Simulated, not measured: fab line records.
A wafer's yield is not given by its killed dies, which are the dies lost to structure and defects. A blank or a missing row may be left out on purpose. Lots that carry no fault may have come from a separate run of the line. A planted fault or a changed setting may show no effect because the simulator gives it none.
fab line records	flow n5_finfet
[record] lots = 7	wafers = 21
route steps=1938 shown BEOL_M3@941 BEOL_M4@1037 BEOL_M5@1119 BEOL_M6@1200 BEOL_M7@1266 BEOL_M9@1401
start_h: the number of hours between the record's first day and the start of the first shown wafer of the lot	wait_h: hours elapsed since this lot's preceding step	" as in the row above	L1.1+2: several wafers, shown together as one row	- either no value or no given start	* or withheld: withheld	< > ~ a bound
route shown NAME@n: a module of which the file shows steps, and the number in the route of the first	usual: the fault-free wafers' mean and standard deviation	same: alike in all rows	chamber/n: place in a boat	sites: per-site readings	_std_site: standard deviation across them	_edge_site: the outer-site mean with the inner-site mean subtracted	radius_mm: how far each site lies from the wafer's centre	mask NAME#n: copy n	behind: tool/chamber where the wafer was last shaped	hold: reason for holding the lot/hours on hold/outcome of the hold	device: the transistor (n, p or np) that didn't switch	end of line: at the end of the route, the tests of the same wafers	a step with no rows: only its recipe	killed: not the wafer's yield, but the dies lost to structure and defects at the first sort	map: a wafer's dies, marking killed ones x, the rest . and places with no die _
set.NAME: the setting the step ran with; set.NAME@STEP: the setting that earlier step ran with	model.NAME: the simulator's own value behind a step, which no gauge read
one table per step and one row per wafer, for lots whose settings were changed on purpose
[[steps]]
[step N5_BEOL_M3_EXPOSE_08]
[recipe] mask_id = M3	na = 0.33	source_shape = dipole	sigma_inner = 0.369	sigma_outer = 0.767	polarization = unpolarized	dose_mj = 33
lot.wafer	tool	chamber	start_h	wait_h	mask	set.dose_mj
L077.3	euv_scanner-02	0	172.76	-	M3#0	33
L077.5+6	"	0	"	"	M3#0	31.6
L081.3+4	euv_scanner-01	0	195.10	-	M3#0	33
L081.5	"	0	"	"	M3#0	31.36
L084.1+2	euv_scanner-01	0	210.90	-	M3#0	32.25
L084.3	"	0	"	"	M3#0	33
L085.2+3+5	euv_scanner-01	0	213.02	-	M3#0	33
L089.1+4+5	euv_scanner-02	0	251.08	-	M3#0	33
L091.1+4+6	euv_scanner-02	0	252.67	-	M3#0	33
L094.2+4	euv_scanner-02	0	286.34	-	M3#0	31.77
L094.6	"	0	"	"	M3#0	33
[step N5_BEOL_M3_PEB_09]
[recipe] peb_temp_c = 100	peb_time_s = 60	resist = CAR-EUV
[step N5_BEOL_M3_DEVELOP_10]
[recipe] develop_time_s = 30	developer = TMAH	resist = CAR-EUV	rinse_liquid = surfactant_rinse	dry = air_spin	dev_temp_c = 23
[step N5_BEOL_M3_CD_MEAS_11]
[recipe] target_cd_nm = 17.05	landing_energy_ev = 500	detector = se_inlens	polarity = opening
[usual] cd_nm = 16.99/0.25
lot.wafer	tool	chamber	start_h	wait_h	set.dose_mj@BEOL_M3_EXPOSE_08	cd_nm
L077.3	cd_sem-03	0	172.88	-	33	17.64
L077.5	"	0	"	"	31.6	16.03
L077.6	"	0	"	"	31.6	16.24
L081.3	cd_sem-02	0	195.21	-	33	16.79
L081.4	"	0	"	"	33	16.96
L081.5	"	0	"	"	31.36	15.61
L084.1	cd_sem-03	0	211.03	-	32.25	16.24
L084.2	"	0	"	"	32.25	16.46
L084.3	"	0	"	"	33	16.39
L085.2	cd_sem-03	0	213.15	-	33	17.00
L085.3	"	0	"	"	33	16.73
L085.5	"	0	"	"	33	16.98
L089.1	cd_sem-01	0	251.20	-	33	16.68
L089.4	"	0	"	"	33	16.81
L089.5	"	0	"	"	33	17.11
L091.1	cd_sem-01	0	252.80	-	33	16.81
L091.4	"	0	"	"	33	17.04
L091.6	"	0	"	"	33	16.87
L094.2	cd_sem-03	0	286.46	-	31.77	16.21
L094.4	"	0	"	"	31.77	16.43
L094.6	"	0	"	"	33	16.77
[step N5_BEOL_M3_DESCUM_16]
[recipe] chemistry = O2	time_s = 7	source_power_w = 50	bias_power_w = 20	pressure_mtorr = 20	rf_frequency_hz = 2.712e+07	temp_c = 40	resist = CAR-EUV	o2_flow_sccm = 225
[step N5_BEOL_M3_ETCH_74]
[recipe] chemistry = N2/H2	target = underlayer	target_depth_a = 65	mask_material = CAR-EUV	time_s = 5.2	ion_energy_ev = 200	pressure_mtorr = 30	source_w = 840	bias_w = 150	n2_flow_sccm = 200	h2_flow_sccm = 200	ends = cleared
lot.wafer	tool	chamber	start_h	wait_h	set.dose_mj@BEOL_M3_EXPOSE_08	model.BEOL_M3.cd_offset_nm
L077.3	rie_diel-03	0	173.06	0.0	33	0.2
L077.5+6	"	2,0	"	"	31.6	-0.8
L081.3	rie_diel-03	3	195.37	0.0	33	0
L081.4	"	0	"	"	33	-0.4
L081.5	"	1	"	"	31.36	-1.2
L084.1	rie_diel-02	0	211.18	0.0	32.25	-0.8
L084.2	"	1	"	"	32.25	-0.6
L084.3	"	3	"	"	33	-0.4
L085.2+3+5	rie_diel-03	1,2,1	213.30	0.0	33	0
L089.1	rie_diel-01	1	253.40	0.0	33	-0.2
L089.4+5	"	0,2	"	"	33	0
L091.1+4+6	rie_diel-02	2,3,1	254.69	0.0	33	-0.2
L094.2	rie_diel-03	1	286.62	0.0	31.77	-0.8
L094.4	"	0	"	"	31.77	-1
L094.6	"	1	"	"	33	-0.2
[step N5_BEOL_M4_DESCUM_16]
[recipe] chemistry = O2	time_s = 7	source_power_w = 50	bias_power_w = 20	pressure_mtorr = 20	rf_frequency_hz = 2.712e+07	temp_c = 40	resist = CAR-EUV	o2_flow_sccm = 225
lot.wafer	tool	chamber	start_h	wait_h	set.time_s	model.CAR-EUV_of_BEOL_M4_COAT_05.thk_nm
L077.3+5	rie_diel-05	2	188.75	0.0	8.314	25.4
L077.6	"	1	"	"	7	26.2
L081.3+4	rie_diel-04	0,2	207.84	0.1	7	26.4
L081.5	"	1	"	"	5.701	26.8
L084.1+2+3	rie_diel-04	1,3,0	226.78	0.0	7	26.2
L085.2+5	rie_diel-06	2	236.80	0.0	7	26.2
L085.3	"	1	"	"	7	26
L091.1+6	rie_diel-05	0,3	272.51	0.0	5.93	26.8
L091.4	"	1	"	"	7	26.2
L089.1+5	rie_diel-06	2,0	276.55	0.0	7	26
L089.4	"	0	"	"	7.931	25.6
L094.2	rie_diel-05	1	304.63	1.0	5.977	26.6
L094.4+6	"	1,2	"	"	7	26
[step N5_BEOL_M4_ETCH_74]
[recipe] chemistry = N2/H2	target = underlayer	target_depth_a = 65	mask_material = CAR-EUV	time_s = 5.2	ion_energy_ev = 200	pressure_mtorr = 30	source_w = 840	bias_w = 150	n2_flow_sccm = 200	h2_flow_sccm = 200	ends = cleared
[step N5_BEOL_M4_ETCH_63]
[recipe] chemistry = CF4	target = SiARC	target_depth_a = 156	mask_material = CAR-EUV	time_s = 26	ion_energy_ev = 80	pressure_mtorr = 40	source_w = 545	bias_w = 36	Ar_flow_sccm = 100	cf4_flow_sccm = 100	ends = cleared
lot.wafer	tool	chamber	start_h	wait_h	set.time_s@BEOL_M4_DESCUM_16	model.CAR-EUV_of_BEOL_M4_COAT_05.thk_nm
L077.3	rie_diel-05	2	188.80	0.0	8.314	10.6
L077.5	"	2	"	"	8.314	10.4
L077.6	"	1	"	"	7	11.2
L081.3+4	rie_diel-04	0,2	207.89	0.0	7	11.4
L081.5	"	1	"	"	5.701	11.8
L084.1	rie_diel-04	1	226.83	0.0	7	11.2
L084.2+3	"	3,0	"	"	7	11.4
L085.2+3+5	rie_diel-06	2,1,2	236.85	0.0	7	11.2
L091.1	rie_diel-05	0	272.56	0.0	5.93	12
L091.4	"	1	"	"	7	11.2
L091.6	"	3	"	"	5.93	11.8
L089.1	rie_diel-06	2	276.60	0.0	7	11.2
L089.4	"	0	"	"	7.931	10.6
L089.5	"	0	"	"	7	11
L094.2	rie_diel-05	1	304.69	0.0	5.977	11.6
L094.4	"	1	"	"	7	11
L094.6	"	2	"	"	7	11.2
[step N5_BEOL_M4_TRENCH_ETCH_37]
[recipe] chemistry = C4F6/O2	target_depth_a = 555.55	target = SiOC	time_s = 29.2	ion_energy_ev = 250	pressure_mtorr = 30	source_w = 355	bias_w = 185	Ar_flow_sccm = 300	C4F6_flow_sccm = 10	O2_flow_sccm = 10
lot.wafer	tool	chamber	start_h	wait_h	set.time_s	model.etch.depth_nm	model.BEOL_M4.feature_depth_nm
L077.3	rie_diel-06	0	-	-	29.2	56.54	56.6
L077.5	"	0	"	"	27.55	53.14	53.2
L077.6	"	2	"	"	29.2	56.33	56.4
L081.3	rie_diel-04	2	-	-	29.2	54.55	54.6
L081.4	"	1	"	"	30.97	60.06	60
L081.5	"	0	"	"	29.2	53.3	53.4
L084.1	rie_diel-04	1	-	-	29.2	56.02	56
L084.2	"	3	"	"	24.93	49.17	49.2
L084.3	"	2	"	"	29.2	54.59	54.6
L085.2	rie_diel-06	0	-	-	29.2	56.01	56
L085.3	"	2	"	"	29.2	55.3	55.2
L085.5	"	3	"	"	29.2	55.46	55.4
L091.1	rie_diel-06	1	-	-	29.2	55.87	55.8
L091.4	"	0	"	"	33.22	64.27	64.2
L091.6	"	2	"	"	29.2	55.54	55.6
L089.1	rie_diel-04	3	-	-	29.2	57.14	57.2
L089.4	"	3	"	"	32.64	64.17	64.2
L089.5	"	0	"	"	32.64	63.61	63.6
L094.2	rie_diel-04	0	-	-	29.2	56.8	56.8
L094.4	"	2	"	"	29.2	55.4	55.4
L094.6	"	0	"	"	29.2	55.99	56
[step N5_BEOL_M4_ETCH_41]
[recipe] chemistry = CH3F/O2	target = SiCN	target_depth_a = 299	taper_deg = 2	time_s = 52.5	ion_energy_ev = 120	mask_material = TiN	pressure_mtorr = 30	source_w = 395	bias_w = 75	Ar_flow_sccm = 150	CH3F_flow_sccm = 30	O2_flow_sccm = 20
[step N5_BEOL_M4_STRIP_97]
[recipe] chemistry = N2/H2	time_s = 10	power_w = 450	temp_c = 40	pressure_mtorr = 20	rf_frequency_hz = 6e+07	bias_power_w = 7	n2_flow_sccm = 200	h2_flow_sccm = 200
[step N5_BEOL_M4_ECD_50]
[recipe] material = Cu	target_thk_a = 3000
[step N5_BEOL_M4_ANNEAL_51]
[recipe] temp_c = 225	time_s = 90	ambient = N2
[step N5_BEOL_M4_CMP_52]
[recipe] stop_on = SiOC	t_overpolish_s = 6.8	down_force_psi = 1	platen_rpm = 50	clearing_platen_down_force_psi = 1.5	clearing_platen_rpm = 50	post_cmp_clean = cu_alkaline	target_thk_nm = 40	clearing_platen_pad_velocity_m_s = 0.99484	pad_velocity_m_s = 0.99484
lot.wafer	tool	chamber	start_h	wait_h	set.time_s@BEOL_M4_TRENCH_ETCH_37	model.Cu_of_BEOL_M4_ECD_50.thk_nm
L077.3	cmp-01	1	195.66	0.3	29.2	41.2
L077.5	"	2	"	"	27.55	37.2
L077.6	"	3	"	"	29.2	42.2
L081.4	cmp-04	0	236.37	0.1	30.97	43.6
L081.3	"	3	"	"	29.2	37.8
L081.5	"	0	"	"	29.2	36.6
L084.1	cmp-01	3	245.67	0.3	29.2	40.6
L084.2	"	0	"	"	24.93	32
L084.3	"	1	"	"	29.2	40
L085.2	cmp-03	3	249.44	0.3	29.2	40.8
L085.3	"	0	"	"	29.2	39
L085.5	"	2	"	"	29.2	39.6
L091.1	cmp-01	3	285.87	0.4	29.2	42.2
L091.4	"	0	"	"	33.22	49.2
L091.6	"	2	"	"	29.2	40.6
L089.1	cmp-03	1	291.33	0.3	29.2	41.2
L089.4	"	3	"	"	32.64	49
L089.5	"	1	"	"	32.64	48.4
L094.4	cmp-01	0	330.23	0.2	29.2	39.2
L094.2	"	1	"	"	29.2	41.2
L094.6	"	0	"	"	29.2	40
[step N5_BEOL_M5_COAT_71]
[recipe] resist = underlayer	temp_c = 205	time_s = 60	spin_rpm = 1500	resist_thk_nm = 5
lot.wafer	tool	chamber	start_h	wait_h	set.spin_rpm
L077.3+5+6	litho_track-01	0	-	-	1500
L081.3	litho_track-04	0	-	-	1500
L081.4+5	"	0	"	"	1409
L084.1+2+3	litho_track-02	0	-	-	1500
L085.2+3+5	litho_track-02	0	-	-	1500
L091.1+4+6	litho_track-04	0	-	-	1500
L089.1+5	litho_track-01	0	-	-	1500
L089.4	"	0	"	"	1572
L094.2	litho_track-04	0	-	-	1500
L094.4+6	"	0	"	"	1438
[step N5_BEOL_M5_COAT_05]
[recipe] resist = CAR-EUV	spin_rpm = 1500	resist_thk_nm = 30
[step N5_BEOL_M5_EBR_07]
[recipe] solvent = PGMEA	ebr_width_mm = 1.5
[step N5_BEOL_M5_DESCUM_16]
[recipe] chemistry = O2	time_s = 7	source_power_w = 50	bias_power_w = 20	pressure_mtorr = 20	rf_frequency_hz = 2.712e+07	temp_c = 40	resist = CAR-EUV	o2_flow_sccm = 225
[step N5_BEOL_M5_ETCH_72]
[recipe] chemistry = N2/H2	target = underlayer	target_depth_a = 65	mask_material = CAR-EUV	time_s = 5.2	ion_energy_ev = 200	pressure_mtorr = 30	source_w = 840	bias_w = 150	n2_flow_sccm = 200	h2_flow_sccm = 200	ends = cleared
lot.wafer	tool	chamber	start_h	wait_h	set.spin_rpm@BEOL_M5_COAT_71	model.etch.depth_nm
L077.3	rie_diel-02	2	200.13	0.0	1500	4.999
L077.5	"	3	"	"	1500	5.021
L077.6	"	2	"	"	1500	5.03
L081.3	rie_diel-02	0	239.16	0.0	1500	5.023
L081.4	"	1	"	"	1409	5.182
L081.5	"	2	"	"	1409	5.196
L084.1	rie_diel-01	3	250.46	0.0	1500	5.012
L084.2	"	1	"	"	1500	5.015
L084.3	"	2	"	"	1500	5.008
L085.2	rie_diel-01	0	254.05	0.0	1500	4.996
L085.3	"	1	"	"	1500	4.969
L085.5	"	3	"	"	1500	4.984
L091.1	rie_diel-03	3	289.43	0.0	1500	4.998
L091.4	"	1	"	"	1500	5.001
L091.6	"	1	"	"	1500	4.996
L089.1	rie_diel-02	2	294.84	0.0	1500	5.007
L089.4	"	0	"	"	1572	4.875
L089.5	"	1	"	"	1500	4.998
L094.2	rie_diel-02	0	335.25	0.0	1500	5.01
L094.4	"	2	"	"	1438	5.102
L094.6	"	0	"	"	1438	5.121
[step N5_BEOL_M6_COAT_60]
[recipe] resist = SiARC	temp_c = 220	time_s = 60	spin_rpm = 1500	resist_thk_nm = 35
lot.wafer	tool	chamber	start_h	wait_h	set.spin_rpm	model.SiARC_of_BEOL_M6_COAT_60.thk_nm
L077.3	litho_track-03	0	-	-	1332	37.2
L077.5+6	"	0	"	"	1500	35
L081.3	litho_track-03	0	-	-	1667	33.2
L081.4	"	0	"	"	1500	35
L081.5	"	0	"	"	1500	35.2
L084.1+3	litho_track-02	0	-	-	1660	33.2
L084.2	"	0	"	"	1500	35
L085.2+3+5	litho_track-03	0	-	-	1500	35
L091.1	litho_track-05	0	-	-	1618	33.6
L091.4+6	"	0	"	"	1500	35
L089.1+4	litho_track-02	0	-	-	1596	34
L089.5	"	0	"	"	1500	35
L094.2+4	litho_track-03	0	-	-	1500	35
L094.6	"	0	"	"	1448	35.6
[step N5_BEOL_M6_COAT_05]
[recipe] resist = CAR-ArF	spin_rpm = 1500	resist_thk_nm = 90
[step N5_BEOL_M6_EBR_07]
[recipe] solvent = PGMEA	ebr_width_mm = 1.5
[step N5_BEOL_M6_DESCUM_16]
[recipe] chemistry = O2	time_s = 7.9	source_power_w = 50	bias_power_w = 20	pressure_mtorr = 20	rf_frequency_hz = 2.712e+07	temp_c = 40	resist = CAR-ArF	o2_flow_sccm = 225
[step N5_BEOL_M6_ETCH_61]
[recipe] chemistry = CF4	target = SiARC	target_depth_a = 455	mask_material = CAR-ArF	time_s = 75.8	ion_energy_ev = 80	pressure_mtorr = 40	source_w = 545	bias_w = 36	Ar_flow_sccm = 100	cf4_flow_sccm = 100	ends = cleared
[usual] etch_rf_on_time_s = 76.2/1.4
lot.wafer	tool	chamber	start_h	wait_h	set.spin_rpm@BEOL_M6_COAT_60	etch_rf_on_time_s	model.etch.depth_nm	model.CAR-ArF_of_BEOL_M6_COAT_05.thk_nm
L077.3	rie_diel-05	2	211.69	0.0	1332	82.0	37.25	49
L077.5	"	1	"	"	1500	77.0	35.04	51.2
L077.6	"	0	"	"	1500	75.4	34.93	51.2
L081.3	rie_diel-05	2	251.67	0.0	1667	72.3	33.26	53.2
L081.4	"	0	"	"	1500	76.4	35.04	51.4
L081.5	"	2	"	"	1500	76.9	35.15	51.2
L084.1	rie_diel-05	1	265.77	0.0	1660	72.1	33.14	52.8
L084.2	"	3	"	"	1500	77.0	34.91	51
L084.3	"	2	"	"	1660	72.4	33.23	52.8
L085.2	rie_diel-05	1	268.90	0.0	1500	76.4	35.05	51.2
L085.3	"	2	"	"	1500	74.9	35.03	51.4
L085.5	"	3	"	"	1500	76.4	34.98	51
L091.1	rie_diel-06	0	303.39	0.0	1618	72.8	33.66	52.4
L091.4	"	3	"	"	1500	73.2	35.06	51.4
L091.6	"	3	"	"	1500	73.5	35.07	51.2
L089.1	rie_diel-06	1	308.15	0.0	1596	72.6	33.96	52.4
L089.4	"	3	"	"	1596	71.9	34.02	52.2
L089.5	"	0	"	"	1500	75.7	34.97	51.6
L094.2	rie_diel-05	2	351.44	0.0	1500	77.8	34.97	51.2
L094.4	"	1	"	"	1500	78.6	34.99	51
L094.6	"	3	"	"	1448	78.7	35.63	50.2
[step N5_BEOL_M7_PECVD_70]
[recipe] material = SiO2	target_thk_a = 200	temp_c = 400	precursor = TEOS/O2	pressure_torr = 5.5	rf_w = 450	teos_flow_sccm = 53.8	gas = O2	flow_sccm = 3000	time_s = 22.7
lot.wafer	tool	chamber	start_h	wait_h	set.temp_c	model.SiO2_of_BEOL_M7_PECVD_70.thk_nm
L077.3+6	pecvd-01	2	219.06	0.0	400	20
L077.5	"	1	"	"	400	20.2
L081.3	pecvd-01	1	257.89	0.0	415.5	17.6
L081.4	"	2	"	"	400	20.2
L081.5	"	1	"	"	415.5	17.8
L084.1	pecvd-02	0	270.92	0.0	400	19.8
L084.2	"	2	"	"	400	19.2
L084.3	"	1	"	"	400	19.4
L085.2+5	pecvd-03	0,1	273.67	0.0	400	19.8
L085.3	"	1	"	"	400	19.4
L091.1	pecvd-02	2	310.08	0.0	400	19.4
L091.4	"	2	"	"	400	20
L091.6	"	1	"	"	414.9	17.6
L089.1	pecvd-01	0	315.16	0.0	418	17.4
L089.4	"	0	"	"	400	20
L089.5	"	2	"	"	400	19.8
L094.2+4	pecvd-03	1	363.12	0.0	393.6	20.6
L094.6	"	2	"	"	400	19.8
[step N5_BEOL_M9_ILD_DEP_00]
[recipe] material = SiCOH_lowk	target_thk_a = 3085.1	temp_c = 300	precursor = DEMS/porogen	pressure_torr = 5	rf_w = 500	time_s = 58
lot.wafer	tool	chamber	start_h	wait_h	set.time_s	model.SiCOH_lowk_of_BEOL_M9_ILD_DEP_00.thk_nm
L077.3	pecvd-01	2	242.15	0.0	61.6	328.2
L077.5	"	2	"	"	61.6	333.6
L077.6	"	0	"	"	58	308.6
L081.3	pecvd-04	2	278.02	0.0	62.31	331.6
L081.4	"	0	"	"	58	311.2
L081.5	"	1	"	"	58	313.2
L084.1	pecvd-02	0	289.17	0.0	58	304
L084.2	"	1	"	"	63.1	333.8
L084.3	"	2	"	"	63.1	328.4
L085.2	pecvd-02	1	292.46	0.0	58	308.6
L085.3	"	0	"	"	58	304
L085.5	"	1	"	"	58	314.2
L091.1	pecvd-02	2	326.71	0.0	53.27	283.4
L091.4	"	2	"	"	58	311
L091.6	"	0	"	"	58	317
L089.1	pecvd-02	2	333.54	0.0	52.47	278.6
L089.4	"	2	"	"	58	310.6
L089.5	"	0	"	"	58	313.2
L094.2	pecvd-01	1	380.13	0.0	53.16	277.6
L094.4	"	1	"	"	53.16	282.6
L094.6	"	2	"	"	58	312.2
[step N5_BEOL_M9_CURE_71]
[recipe] temp_c = 385	time_s = 240	ambient = He/Ar	material = SiCOH_lowk
lot.wafer	tool	chamber	start_h	wait_h	set.time_s@BEOL_M9_ILD_DEP_00	model.SiCOH_lowk_of_BEOL_M9_ILD_DEP_00.thk_nm
L077.3	uv_cure-01	2	242.38	0.2	61.6	285.4
L077.5	"	2	"	"	61.6	290.2
L077.6	"	2	"	"	58	268.2
L081.3	uv_cure-01	1	278.68	0.6	62.31	288.4
L081.4	"	1	"	"	58	270.4
L081.5	"	1	"	"	58	272
L084.1	uv_cure-02	2	289.25	0.0	58	264.2
L084.2	"	2	"	"	63.1	290.4
L084.3	"	2	"	"	63.1	285.6
L085.2	uv_cure-01	0	292.62	0.1	58	268
L085.3	"	0	"	"	58	264
L085.5	"	0	"	"	58	273
L091.1	uv_cure-02	1	326.79	0.0	53.27	246
L091.4	"	1	"	"	58	270.2
L091.6	"	1	"	"	58	275.6
L089.1	uv_cure-03	2	333.62	0.0	52.47	241.6
L089.4	"	2	"	"	58	269.8
L089.5	"	2	"	"	58	272.2
L094.2	uv_cure-02	0	380.29	0.1	53.16	240.6
L094.4	"	0	"	"	53.16	245.2
L094.6	"	0	"	"	58	271.4
[step N5_BEOL_M9_THK_MEAS_01]
[recipe] reads = SiCOH_lowk_of_BEOL_M9_ILD_DEP_00
[usual] M9_ILD_THK = 269/3.6
lot.wafer	tool	chamber	start_h	wait_h	set.time_s@BEOL_M9_ILD_DEP_00	M9_ILD_THK[nm]
L077.3	film_metro-01	-	242.74	0.3	61.6	285
L077.5	"	-	"	"	61.6	290
L077.6	"	-	"	"	58	268
L081.3	film_metro-02	-	279.03	0.3	62.31	288
L081.4	"	-	"	"	58	270
L081.5	"	-	"	"	58	272
L084.1	film_metro-02	-	289.76	0.4	58	264
L084.2	"	-	"	"	63.1	290
L084.3	"	-	"	"	63.1	286
L085.2	film_metro-02	-	293.05	0.4	58	268
L085.3	"	-	"	"	58	264
L085.5	"	-	"	"	58	273
L091.1	film_metro-01	-	327.30	0.4	53.27	246
L091.4	"	-	"	"	58	270
L091.6	"	-	"	"	58	276
L089.1	film_metro-01	-	334.61	0.8	52.47	242
L089.4	"	-	"	"	58	270
L089.5	"	-	"	"	58	272
L094.2	film_metro-02	-	380.72	0.4	53.16	241
L094.4	"	-	"	"	53.16	245
L094.6	"	-	"	"	58	271
[step N5_BEOL_M9_HM_DEP_02]
[recipe] material = TiN	target_thk_a = 200	temp_c = 25	chamber_pressure_pa = 0.49996
lot.wafer	tool	chamber	start_h	wait_h	set.target_thk_a	model.TiN_of_BEOL_M9_HM_DEP_02.thk_nm
L077.3+5	pvd_sputter-02	-	244.59	1.8	200	19.6
L077.6	"	-	"	"	200	20
L081.3+4	pvd_sputter-03	-	280.35	1.3	200	20
L081.5	"	-	"	"	187.8	18.8
L084.1	pvd_sputter-02	-	291.69	1.9	200	20
L084.2	"	-	"	"	219.5	21.8
L084.3	"	-	"	"	219.5	22
L085.2	pvd_sputter-02	-	294.09	1.0	200	19.6
L085.3	"	-	"	"	200	20
L085.5	"	-	"	"	200	20.2
L091.1	pvd_sputter-03	-	329.50	2.1	200	20.2
L091.4+6	"	-	"	"	182.9	18.6
L089.1	pvd_sputter-01	-	336.34	1.7	200	19.4
L089.4	"	-	"	"	200	19.8
L089.5	"	-	"	"	225.8	22.2
L094.2	pvd_sputter-01	-	381.74	1.0	200	20.2
L094.4	"	-	"	"	176.2	17.4
L094.6	"	-	"	"	200	19.6
[[key]]
[split] step = N5_BEOL_M3_EXPOSE_08	setting = dose_mj	stated = 33	by = wafer
[response] step = N5_BEOL_M3_CD_MEAS_11	reading = cd_nm	change = +0.233	per = 1%	r = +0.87
[response] step = N5_BEOL_M3_ETCH_74	reading = model.BEOL_M3.cd_offset_nm	change = +0.202	per = 1%	r = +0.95
[split] step = N5_BEOL_M4_DESCUM_16	setting = time_s	stated = 7	by = wafer
[response] step = N5_BEOL_M4_DESCUM_16	reading = model.CAR-EUV_of_BEOL_M4_COAT_05.thk_nm	change = -0.0346	per = 1%	r = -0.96
[response] step = N5_BEOL_M4_ETCH_63	reading = model.CAR-EUV_of_BEOL_M4_COAT_05.thk_nm	change = -0.0342	per = 1%	r = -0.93
[split] step = N5_BEOL_M4_TRENCH_ETCH_37	setting = time_s	stated = 29.2	by = wafer
[response] step = N5_BEOL_M4_TRENCH_ETCH_37	reading = model.etch.depth_nm	change = +0.562	per = 1%	r = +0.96
[response] step = N5_BEOL_M4_TRENCH_ETCH_37	reading = model.BEOL_M4.feature_depth_nm	change = +0.557	per = 1%	r = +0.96
[response] step = N5_BEOL_M4_CMP_52	reading = model.Cu_of_BEOL_M4_ECD_50.thk_nm	change = +0.624	per = 1%	r = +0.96
[split] step = N5_BEOL_M5_COAT_71	setting = spin_rpm	stated = 1500	by = wafer
[response] step = N5_BEOL_M5_ETCH_72	reading = model.etch.depth_nm	change = -0.0265	per = 1%	r = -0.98
[split] step = N5_BEOL_M6_COAT_60	setting = spin_rpm	stated = 1500	by = wafer
[response] step = N5_BEOL_M6_COAT_60	reading = model.SiARC_of_BEOL_M6_COAT_60.thk_nm	change = -0.177	per = 1%	r = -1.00
[response] step = N5_BEOL_M6_ETCH_61	reading = etch_rf_on_time_s	change = *	per = 1%	r = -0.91
[response] step = N5_BEOL_M6_ETCH_61	reading = model.etch.depth_nm	change = -0.175	per = 1%	r = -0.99
[response] step = N5_BEOL_M6_ETCH_61	reading = model.CAR-ArF_of_BEOL_M6_COAT_05.thk_nm	change = +0.17	per = 1%	r = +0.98
[split] step = N5_BEOL_M7_PECVD_70	setting = temp_c	stated = 400	by = wafer
[response] step = N5_BEOL_M7_PECVD_70	reading = model.SiO2_of_BEOL_M7_PECVD_70.thk_nm	change = -0.581	per = 1%	r = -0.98
[split] step = N5_BEOL_M9_ILD_DEP_00	setting = time_s	stated = 58	by = wafer
[response] step = N5_BEOL_M9_ILD_DEP_00	reading = model.SiCOH_lowk_of_BEOL_M9_ILD_DEP_00.thk_nm	change = +3.41	per = 1%	r = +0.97
[response] step = N5_BEOL_M9_CURE_71	reading = model.SiCOH_lowk_of_BEOL_M9_ILD_DEP_00.thk_nm	change = +3	per = 1%	r = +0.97
[response] step = N5_BEOL_M9_THK_MEAS_01	reading = M9_ILD_THK	change = +3	per = 1%	r = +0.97
[split] step = N5_BEOL_M9_HM_DEP_02	setting = target_thk_a	stated = 200	by = wafer
[response] step = N5_BEOL_M9_HM_DEP_02	reading = model.TiN_of_BEOL_M9_HM_DEP_02.thk_nm	change = +0.2	per = 1%	r = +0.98
